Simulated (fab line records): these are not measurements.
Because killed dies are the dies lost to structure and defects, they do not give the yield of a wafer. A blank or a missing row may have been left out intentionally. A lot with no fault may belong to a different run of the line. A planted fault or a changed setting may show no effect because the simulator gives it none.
Shared-tool check | flow n5Finfet | 30 wafers sampled across 10 lots

== THE REASON FOR OPENING IT ==
At N5_BEOL_M12_INSPECT_12 the reading rawDefectCount is flagged on 2 of 10 lots. Wafers without a fault read 2.2, standard deviation 1.4.
Rule: flag the lot when none of its wafers has a number, or when each of its wafers that has one lies beyond 4 standard deviations from that mean. The rest of the lots are taken to be sound.

lot  | measured     | on               | rawDefectCount, wafer by wafer | flag
L702 | day 11 06:32 | defectInspect-01 | 5 2 1                          | 
L705 | day 11 10:42 | defectInspect-01 | 4 1 3                          | 
L708 | day 12 12:34 | defectInspect-01 | 2 3 4                          | 
L711 | day 13 06:20 | defectInspect-02 | 259 261 269                    | FLAGGED
L710 | day 13 14:20 | defectInspect-02 | 233 269 271                    | FLAGGED
L717 | day 14 19:12 | defectInspect-01 | 3 2 4                          | 
L721 | day 16 05:58 | defectInspect-01 | 1 0 4                          | 
L722 | day 16 06:45 | defectInspect-02 | 1 0 3                          | 
L724 | day 16 06:58 | defectInspect-01 | 2 2 1                          | 
L723 | day 16 17:16 | defectInspect-01 | 1 3 0                          | 
The numbers of the flagged lots are 260.3 on average: +258.1 against the usual, or +99 or more standard deviations.

== EACH LOT AND THE TOOL IT RAN ON ==
The record holds 2 process steps before the reading, out of a route of 1938 steps. Every cell lists first the tool, next ch and the chambers used by the sampled wafers, and last the start.
lot  | flag    | N5_BEOL_M11_STRIP_36              | N5_BEOL_M12_ILD_DEP_00
L702 |         | rieDiel-05 ch 1,2,3, day 11 02:53 | pecvd-03 ch 0,2, day 11 06:03
L705 |         | rieDiel-04 ch 0,3, day 11 06:56   | pecvd-01 ch 0,1,2, day 11 10:05
L708 |         | rieDiel-04 ch 0,1,3, day 12 08:25 | pecvd-04 ch 0,1,2, day 12 11:56
L711 | FLAGGED | rieDiel-05 ch 1,2, day 13 02:03   | pecvd-04 ch 1,2, day 13 05:51
L710 | FLAGGED | rieDiel-05 ch 0,1,2, day 13 10:37 | pecvd-04 ch 1,2, day 13 13:43
L717 |         | rieDiel-03 ch 0,2,3, day 14 14:49 | pecvd-03 ch 0,1,2, day 14 18:35
L721 |         | rieDiel-03 ch 0,1,3, day 16 02:23 | pecvd-04 ch 0,2, day 16 05:22
L722 |         | rieDiel-03 ch 0,2,3, day 16 02:55 | pecvd-01 ch 0,2, day 16 06:16
L724 |         | rieDiel-05 ch 0,2, day 16 03:14   | pecvd-04 ch 0,1,2, day 16 06:29
L723 |         | rieDiel-05 ch 0,1,3, day 16 13:41 | pecvd-04 ch 1,2, day 16 16:47
What these steps do:
- N5_BEOL_M11_STRIP_36: strips in N2/H2.
- N5_BEOL_M12_ILD_DEP_00: deposits SiOC from DEMS/O2, target thk 658.92 nm, time 130.7 s.
- N5_BEOL_M12_INSPECT_12: inspects for defects (macro).

== FLAGGED OVER TOTAL, TOOL BY TOOL (the gauges that took the reading come last) ==
step                   | tool             | lots run | flagged | share of the flagged lots | sound lots run after its first flagged lot
N5_BEOL_M11_STRIP_36   | rieDiel-03       | 3        | 0       | none                      | -
N5_BEOL_M11_STRIP_36   | rieDiel-04       | 2        | 0       | none                      | -
N5_BEOL_M11_STRIP_36   | rieDiel-05       | 5        | 2       | all                       | 2 (L724,L723)
N5_BEOL_M12_ILD_DEP_00 | pecvd-01         | 2        | 0       | none                      | -
N5_BEOL_M12_ILD_DEP_00 | pecvd-03         | 2        | 0       | none                      | -
N5_BEOL_M12_ILD_DEP_00 | pecvd-04         | 6        | 2       | all                       | 3 (L721,L724,L723)
N5_BEOL_M12_INSPECT_12 | defectInspect-01 | 7        | 0       | none                      | -
N5_BEOL_M12_INSPECT_12 | defectInspect-02 | 3        | 2       | all                       | 1 (L722)

== THE TABLE: WHAT IT ALLOWS ==
All flagged lots were run by 3 table rows, namely rieDiel-05 at N5_BEOL_M11_STRIP_36, pecvd-04 at N5_BEOL_M12_ILD_DEP_00, defectInspect-02 at N5_BEOL_M12_INSPECT_12.
- rieDiel-05 at N5_BEOL_M11_STRIP_36: 2 of its 5 lots flagged. Sound lots ran on it after the first flagged one (L724, L723), which a lasting fault on the whole tool wouldn't allow.
- pecvd-04 at N5_BEOL_M12_ILD_DEP_00: 2 of its 6 lots flagged. Sound lots ran on it after the first flagged one (L721, L724, L723), which a lasting fault on the whole tool wouldn't allow.
- defectInspect-02 at N5_BEOL_M12_INSPECT_12: 2 of its 3 lots flagged. Sound lots ran on it after the first flagged one (L722), which a lasting fault on the whole tool wouldn't allow.
There is no row in the table that ran each flagged lot and no sound lot after the first.

== WHAT THE SIMULATOR HAD PUT IN ==
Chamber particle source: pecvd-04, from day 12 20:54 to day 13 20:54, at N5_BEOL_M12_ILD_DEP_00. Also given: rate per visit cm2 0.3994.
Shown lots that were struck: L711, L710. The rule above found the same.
